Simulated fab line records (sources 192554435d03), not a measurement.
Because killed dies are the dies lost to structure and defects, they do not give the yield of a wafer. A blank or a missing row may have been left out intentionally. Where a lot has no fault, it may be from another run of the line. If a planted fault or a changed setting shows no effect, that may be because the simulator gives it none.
Which of the tools did it? + flow n5-finfet + Sampling: 9 lots, 27 wafers, 5 of 1938 route steps

## WHAT THE GAUGES READ, wafer by wafer
N5_BEOL_M4_RC_MEAS_101. Usual: DIBL_N 36.4 mV/V, standard deviation 1.5; DIBL_P 36.6 mV/V, standard deviation 1.9; IOFF_N 0.155 nA/um, standard deviation 0.021; IOFF_P 0.211 nA/um, standard deviation 0.028; ION_N 671 uA/um, standard deviation 8.6; ION_P 462 uA/um, standard deviation 5.8; SS_N 71.5 mV/dec, standard deviation 0.5; SS_P 73.4 mV/dec, standard deviation 0.58; VT_N 250.1 mV, standard deviation 2.4; VT_P -250.1 mV, standard deviation 3.
| lot  | measured     | on        | DIBL_N (mV/V)  | DIBL_P (mV/V)  | IOFF_N (nA/um)    | IOFF_P (nA/um)    | ION_N (uA/um) | ION_P (uA/um) | SS_N (mV/dec)  | SS_P (mV/dec)  | VT_N (mV)         | VT_P (mV)            | flag |
|------|--------------|-----------|----------------|----------------|-------------------|-------------------|---------------|---------------|----------------|----------------|-------------------|----------------------|------|
| L931 | day 8 18:28  | prober-01 | 37.2 38.2 34.9 | 39.2 39.4 36.1 | 0.161 0.176 0.127 | 0.217 0.220 0.173 | 673 674 660   | 462 460 453   | 71.3 72.0 71.1 | 73.6 73.9 72.8 | 252.4 250.6 256.3 | -251.4 -250.6 -252.3 |      |
| L934 | day 9 15:51  | prober-02 | 36.5 34.8 36.1 | 36.7 33.9 36.1 | 0.155 0.126 0.144 | 0.208 0.179 0.205 | 673 664 669   | 460 459 462   | 71.6 71.2 71.3 | 73.4 72.0 73.7 | 250.9 250.4 252.1 | -250.0 -253.1 -252.4 |      |
| L935 | day 9 16:14  | prober-01 | 37.1 36.5 36.7 | 38.8 37.6 38.3 | 0.171 0.168 0.163 | 0.237 0.222 0.237 | 675 674 675   | 466 463 464   | 72.0 71.3 71.5 | 73.4 73.5 73.5 | 248.3 247.9 249.0 | -246.5 -247.4 -246.5 |      |
| L937 | day 10 08:18 | prober-02 | 37.3 36.9 38.4 | 36.8 34.5 37.2 | 0.157 0.142 0.170 | 0.208 0.175 0.222 | 676 670 679   | 460 454 466   | 71.5 71.5 71.0 | 73.1 72.3 73.1 | 250.6 249.8 250.6 | -246.9 -251.8 -248.8 |      |
| L938 | day 10 14:41 | prober-02 | 35.1 34.4 33.7 | 37.2 36.2 35.3 | 0.155 0.144 0.133 | 0.237 0.221 0.204 | 672 669 662   | 468 458 461   | 71.5 71.2 71.7 | 73.1 73.0 72.8 | 249.5 250.6 252.6 | -246.7 -246.5 -252.6 |      |
| L939 | day 10 21:17 | prober-02 | 38.7 37.9 35.8 | 38.5 37.2 34.8 | 0.179 0.162 0.128 | 0.225 0.197 0.170 | 667 675 660   | 459 458 449   | 71.6 72.3 71.3 | 74.1 73.1 73.0 | 249.6 250.2 255.4 | -251.0 -252.6 -253.6 |      |
| L945 | day 12 04:40 | prober-01 | 37.4 37.3 37.6 | 37.4 37.3 37.9 | 0.165 0.157 0.167 | 0.216 0.215 0.225 | 673 661 669   | 456 459 466   | 72.4 72.3 71.7 | 73.7 73.1 73.4 | 249.8 250.2 250.1 | -250.1 -250.8 -247.8 |      |
| L946 | day 12 13:58 | prober-02 | 36.0 34.9 35.9 | 38.0 37.0 38.0 | 0.171 0.152 0.169 | 0.222 0.204 0.232 | 670 670 677   | 463 466 467   | 71.5 71.0 71.0 | 73.3 72.7 73.0 | 250.0 250.4 249.7 | -248.7 -249.4 -247.9 |      |
| L951 | day 13 20:34 | prober-02 | 37.5 36.8 38.2 | 37.3 37.3 38.1 | 0.160 0.155 0.175 | 0.168 0.173 0.183 | 675 675 691   | 452 458 461   | 72.1 70.9 71.8 | 73.6 73.6 73.1 | 248.8 248.2 247.3 | -257.4 -256.5 -256.1 |      |

## TOOL THAT RAN EACH LOT (tool first, then ch and the chambers of the sampled wafers, then the start)
| lot  | N5_BEOL_M0_SAQP_DESCUM_45          | N5_BEOL_M0_SAQP_ETCH_73            | N5_BEOL_M0_SAQP_CUT_ETCH_46        | N5_BEOL_M0_SAQP_ALD_48            |
|------|------------------------------------|------------------------------------|------------------------------------|-----------------------------------|
| L931 | rie-diel-02 ch 0,1,3, day 6 10:58  | rie-diel-02 ch 0,1,3, day 6 11:02  | rie-diel-02 ch 0,1,3, day 6 11:04  | ald-sin-04 ch 0,1,3, day 6 11:16  |
| L934 | rie-diel-03 ch 0,3, day 7 07:36    | rie-diel-03 ch 0,3, day 7 07:40    | rie-diel-03 ch 0,3, day 7 07:43    | ald-sin-02 ch 1,2, day 7 08:01    |
| L935 | rie-diel-03 ch 0,1, day 7 13:24    | rie-diel-03 ch 0,1, day 7 13:27    | rie-diel-03 ch 0,1, day 7 13:29    | ald-sin-02 ch 0,1,3, day 7 13:41  |
| L937 | rie-diel-05 ch 0,2, day 8 01:36    | rie-diel-05 ch 0,2, day 8 01:39    | rie-diel-05 ch 0,2, day 8 01:41    | ald-sin-03 ch 0,2, day 8 01:53    |
| L938 | rie-diel-03 ch 1,3, day 8 05:41    | rie-diel-03 ch 1,3, day 8 05:44    | rie-diel-03 ch 1,3, day 8 05:46    | ald-sin-03 ch 0,3, day 8 06:49    |
| L939 | rie-diel-02 ch 0,2,3, day 8 19:58  | rie-diel-02 ch 0,2,3, day 8 20:01  | rie-diel-02 ch 0,2,3, day 8 20:03  | ald-sin-02 ch 0,2, day 8 20:25    |
| L945 | rie-diel-02 ch 0,1,2, day 9 20:10  | rie-diel-02 ch 0,1,2, day 9 20:13  | rie-diel-02 ch 0,1,2, day 9 20:15  | ald-sin-03 ch 1,2,3, day 9 20:49  |
| L946 | rie-diel-02 ch 0,1,2, day 10 08:28 | rie-diel-02 ch 0,1,2, day 10 08:31 | rie-diel-02 ch 0,1,2, day 10 08:33 | ald-sin-04 ch 0,2,3, day 10 08:45 |
| L951 | rie-diel-05 ch 1,3, day 11 08:34   | rie-diel-05 ch 1,3, day 11 08:37   | rie-diel-05 ch 1,3, day 11 08:39   | ald-sin-04 ch 2,3, day 11 08:52   |
- N5_BEOL_M0_SAQP_DESCUM_45: chemistry O2, time 7 s.
- N5_BEOL_M0_SAQP_ETCH_73: etches SiARC in CF4, target depth 19.5 nm, time 32.5 s.
- N5_BEOL_M0_SAQP_CUT_ETCH_46: etches SOC in N2/H2, target depth 135 nm, overetch 27 nm, time 202.5 s.
- N5_BEOL_M0_SAQP_ALD_48: deposits SiO2, target thk 20 nm, pulse time 1 s, co reactant pulse time 1 s.

## AS READ BY THE TOOLS THEMSELVES (means over the sampled wafers that have a number; for cases with no such wafer, the mark the record gives instead)
N5_BEOL_M0_SAQP_DESCUM_45. Usual: drypump-motor-current-A 5.6 A, standard deviation 0.42; oes-product-au 0.79 a.u., standard deviation 0.084; rf-vpp-V 243.4 V, standard deviation 1.4; showerhead-plenum-p-Torr 2.11 Torr, standard deviation 0.066; throttle-valve-pct 20.39 %, standard deviation 0.25.
| lot  | tool        | drypump-motor-current-A (A) | oes-product-au (a.u.) | rf-vpp-V (V) | showerhead-plenum-p-Torr (Torr) | throttle-valve-pct (%) | flag |
|------|-------------|-----------------------------|-----------------------|--------------|---------------------------------|------------------------|------|
| L931 | rie-diel-02 | 5.7                         | 0.87                  | 245.4        | 2.18                            | 20.17                  |      |
| L934 | rie-diel-03 | 5.4                         | 0.75                  | 243.7        | 2.09                            | 20.36                  |      |
| L935 | rie-diel-03 | 5.4                         | 0.82                  | 243.1        | 2.11                            | 20.27                  |      |
| L937 | rie-diel-05 | 6.4                         | 0.69                  | 242.2        | 2.04                            | 20.79                  |      |
| L938 | rie-diel-03 | 5.4                         | 0.78                  | 242.9        | 2.09                            | 20.29                  |      |
| L939 | rie-diel-02 | 5.6                         | 0.80                  | 244.3        | 2.17                            | 20.31                  |      |
| L945 | rie-diel-02 | 5.5                         | 0.84                  | 244.3        | 2.15                            | 20.26                  |      |
| L946 | rie-diel-02 | 5.5                         | 0.84                  | 243.8        | 2.15                            | 20.25                  |      |
| L951 | rie-diel-05 | 5.2                         | 0.71                  | 242.8        | 2.09                            | 20.39                  |      |

N5_BEOL_M0_SAQP_ETCH_73. Usual: drypump-motor-current-A 5.6 A, standard deviation 0.42; etch-rf-on-time-s 32.5 s, standard deviation 0.46; oes-product-au 0.67 a.u., standard deviation 0.069; rf-vpp-V 184.2 V, standard deviation 1.1; showerhead-plenum-p-Torr 2.16 Torr, standard deviation 0.065; throttle-valve-pct 15.57 %, standard deviation 0.26.
| lot  | tool        | drypump-motor-current-A (A) | etch-rf-on-time-s (s) | oes-product-au (a.u.) | rf-vpp-V (V) | showerhead-plenum-p-Torr (Torr) | throttle-valve-pct (%) | flag |
|------|-------------|-----------------------------|-----------------------|-----------------------|--------------|---------------------------------|------------------------|------|
| L931 | rie-diel-02 | 5.7                         | 32.5                  | 0.74                  | 185.1        | 2.23                            | 15.32                  |      |
| L934 | rie-diel-03 | 5.4                         | 32.6                  | 0.64                  | 184.1        | 2.14                            | 15.56                  |      |
| L935 | rie-diel-03 | 5.4                         | 32.1                  | 0.69                  | 184.5        | 2.16                            | 15.45                  |      |
| L937 | rie-diel-05 | 6.4                         | 32.6                  | 0.59                  | 183.5        | 2.09                            | 15.97                  |      |
| L938 | rie-diel-03 | 5.4                         | 32.6                  | 0.66                  | 184.0        | 2.15                            | 15.53                  |      |
| L939 | rie-diel-02 | 5.6                         | 32.6                  | 0.69                  | 184.9        | 2.20                            | 15.50                  |      |
| L945 | rie-diel-02 | 5.5                         | 19.2                  | 0.99                  | 184.3        | 2.19                            | 15.39                  | OFF  |
| L946 | rie-diel-02 | 5.5                         | 18.9                  | 0.99                  | 184.9        | 2.19                            | 15.40                  | OFF  |
| L951 | rie-diel-05 | 5.2                         | 32.9                  | 0.60                  | 183.2        | 2.14                            | 15.62                  |      |

N5_BEOL_M0_SAQP_CUT_ETCH_46. Usual: drypump-motor-current-A 5.6 A, standard deviation 0.42; rf-vpp-V 524.6 V, standard deviation 2.4; showerhead-plenum-p-Torr 2.56 Torr, standard deviation 0.079; throttle-valve-pct 17.74 %, standard deviation 0.28.
| lot  | tool        | drypump-motor-current-A (A) | rf-vpp-V (V) | showerhead-plenum-p-Torr (Torr) | throttle-valve-pct (%) | flag |
|------|-------------|-----------------------------|--------------|---------------------------------|------------------------|------|
| L931 | rie-diel-02 | 5.7                         | 526.2        | 2.64                            | 17.43                  |      |
| L934 | rie-diel-03 | 5.4                         | 524.1        | 2.54                            | 17.75                  |      |
| L935 | rie-diel-03 | 5.4                         | 524.1        | 2.56                            | 17.62                  |      |
| L937 | rie-diel-05 | 6.4                         | 522.4        | 2.48                            | 18.14                  |      |
| L938 | rie-diel-03 | 5.4                         | 524.6        | 2.55                            | 17.63                  |      |
| L939 | rie-diel-02 | 5.6                         | 525.9        | 2.62                            | 17.62                  |      |
| L945 | rie-diel-02 | 5.5                         | 525.5        | 2.60                            | 17.57                  |      |
| L946 | rie-diel-02 | 5.5                         | 526.2        | 2.60                            | 17.60                  |      |
| L951 | rie-diel-05 | 5.2                         | 525.0        | 2.55                            | 17.86                  |      |

N5_BEOL_M0_SAQP_ALD_48. Usual: heater-power-w 77 W, standard deviation 7.1; precursor-pulse-height-rel 0.998, standard deviation 0.021.
| lot  | tool       | heater-power-w (W) | precursor-pulse-height-rel | flag |
|------|------------|--------------------|----------------------------|------|
| L931 | ald-sin-04 | 75                 | 0.987                      |      |
| L934 | ald-sin-02 | 75                 | 1.025                      |      |
| L935 | ald-sin-02 | 85                 | 0.996                      |      |
| L937 | ald-sin-03 | 70                 | 0.993                      |      |
| L938 | ald-sin-03 | 71                 | 0.983                      |      |
| L939 | ald-sin-02 | 80                 | 0.999                      |      |
| L945 | ald-sin-03 | 74                 | 1.018                      |      |
| L946 | ald-sin-04 | 79                 | 0.990                      |      |
| L951 | ald-sin-04 | 76                 | 1.025                      |      |

## THE ANSWER, worked out from the rows above alone
Rule: lot off if the mean of its wafers having a number is beyond 3 standard deviations from the usual mean. Also off: a lot with no number at a reading for which 4 or more lots have one. Where the step has rows for the other lots, those lots are counted as sound. After the gauges, taken in route order, come the tools' own readings; for these a lot's mean is taken, as printed above. At the first step where some lot is off, the reading lying furthest off is the one used; lots without a number count as furthest.
Off: L945, L946 (N5_BEOL_M0_SAQP_ETCH_73, etch-rf-on-time-s).
If a tool, at that step or one of the process steps before it, ran each lot that is off and ran no sound lot following the first of them, it fits. One fits: N5_BEOL_M0_SAQP_DESCUM_45 and N5_BEOL_M0_SAQP_ETCH_73 on rie-diel-02. At N5_BEOL_M0_SAQP_DESCUM_45 its last sound lot is L939 (day 8 19:58), its first lot that is off L945 (day 9 20:10): a fault that began between those two fits.

## WHAT THE SIMULATOR HAD INSERTED
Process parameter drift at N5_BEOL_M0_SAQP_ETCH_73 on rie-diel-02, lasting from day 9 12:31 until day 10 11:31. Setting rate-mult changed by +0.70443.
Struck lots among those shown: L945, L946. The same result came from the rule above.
